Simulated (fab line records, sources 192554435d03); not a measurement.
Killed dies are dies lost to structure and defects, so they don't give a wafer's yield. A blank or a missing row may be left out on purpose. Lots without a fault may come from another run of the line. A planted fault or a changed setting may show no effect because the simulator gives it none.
Which tool did it? | flow n5_finfet | 9 lots, 27 wafers sampled, at 5 steps of a route of 1938

WHAT THE GAUGES READ, wafer by wafer
N5_BEOL_M4_RC_MEAS_101.
lot  | measured     | on        | DIBL_N (mV/V)
L720 | day 7 18:44  | prober-02 | 37.2 35.0 35.2
L723 | day 8 13:11  | prober-02 | 34.3 34.6 33.5
L725 | day 9 02:27  | prober-02 | 35.6 38.0 37.0
L726 | day 9 08:35  | prober-02 | 35.7 35.7 35.1
L731 | day 10 20:56 | prober-02 | 37.6 37.1 36.1
L739 | day 12 11:26 | prober-01 | 35.3 34.3 34.0
L740 | day 12 17:35 | prober-02 | 35.0 35.1 37.6
L742 | day 13 20:10 | prober-01 | 35.9 38.0 36.9
L743 | day 14 06:29 | prober-02 | 34.8 33.8 35.4

WHICH TOOL RAN EACH LOT (tool, then ch and the chambers of the sampled wafers, then the start)
lot  | N5_STI_FIN_REVEAL_ALD_00         | N5_STI_FIN_REVEAL_DENSIFY_30    | N5_STI_FIN_REVEAL_ETCH_34       | N5_DUMMY_GATE_ETCH_37
L720 | ald_sin-04 ch 0,1, day 2 05:34   | rtp_anneal-01 ch 0, day 2 10:59 | rie_si-05 ch 1,2,3, day 2 13:35 | rie_diel-04 ch 0,1, day 2 23:26
L723 | ald_sin-04 ch 0,1,2, day 2 22:43 | rtp_anneal-01 ch 0, day 3 04:15 | rie_si-01 ch 0,1, day 3 06:48   | rie_diel-04 ch 0,1, day 3 16:22
L725 | ald_sin-03 ch 1,3, day 3 09:52   | rtp_anneal-02 ch 0, day 3 15:20 | rie_si-06 ch 0,1,3, day 3 17:53 | rie_diel-03 ch 0,1,3, day 4 03:26
L726 | ald_sin-04 ch 1,2, day 3 17:58   | rtp_anneal-02 ch 0, day 3 23:41 | rie_si-05 ch 1,3, day 4 02:13   | rie_diel-04 ch 0,1,3, day 4 13:29
L731 | ald_sin-02 ch 0,3, day 5 01:42   | rtp_anneal-01 ch 0, day 5 07:08 | rie_si-06 ch 0,2,3, day 5 09:51 | rie_diel-04 ch 0,2, day 5 19:25
L739 | ald_sin-02 ch 0,1,2, day 7 00:25 | rtp_anneal-02 ch 0, day 7 06:06 | rie_si-06 ch 0,2,3, day 7 08:40 | rie_diel-02 ch 0,3, day 7 18:35
L740 | ald_sin-02 ch 1,2, day 7 04:25   | rtp_anneal-02 ch 0, day 7 10:29 | rie_si-06 ch 0,2,3, day 7 13:07 | rie_diel-04 ch 1,2,3, day 7 22:53
L742 | ald_sin-04 ch 0,1,2, day 7 20:02 | rtp_anneal-02 ch 0, day 8 01:32 | rie_si-06 ch 0,1, day 8 04:07   | rie_diel-04 ch 0,2, day 8 17:38
L743 | ald_sin-04 ch 0,1,3, day 8 01:13 | rtp_anneal-02 ch 0, day 8 06:38 | rie_si-01 ch 1,2,3, day 8 09:13 | rie_diel-02 ch 0,1, day 8 23:44
- N5_STI_FIN_REVEAL_ALD_00: deposits SiO2, target thk 1 nm, pulse time 1 s.
- N5_STI_FIN_REVEAL_DENSIFY_30
- N5_STI_FIN_REVEAL_ETCH_34: etches Si in H2, material Si, target depth 0.97 nm.
- N5_DUMMY_GATE_ETCH_37: etches SOC in N2/H2, target depth 60 nm, overetch 30 nm.

THE ANSWER, worked out from the rows above alone
Rule: what is usual is taken from the lots themselves. Put in order of their means at a reading, lots are off if they are a third of the lots or fewer, leave a main group of 4 or more, and stand apart from it by a gap of 3 or more times the standard deviation of the main group's means; of several such gaps the widest counts. A main group whose means are all the same, to the digits that the tables above print for the reading, isn't used. A lot without any number at a reading at which 4 lots or more have one is off too. The other lots that the step has rows for count as sound.
No lot is off at any reading shown: from this, nothing can be told.

WHAT THE SIMULATOR HAD PUT IN
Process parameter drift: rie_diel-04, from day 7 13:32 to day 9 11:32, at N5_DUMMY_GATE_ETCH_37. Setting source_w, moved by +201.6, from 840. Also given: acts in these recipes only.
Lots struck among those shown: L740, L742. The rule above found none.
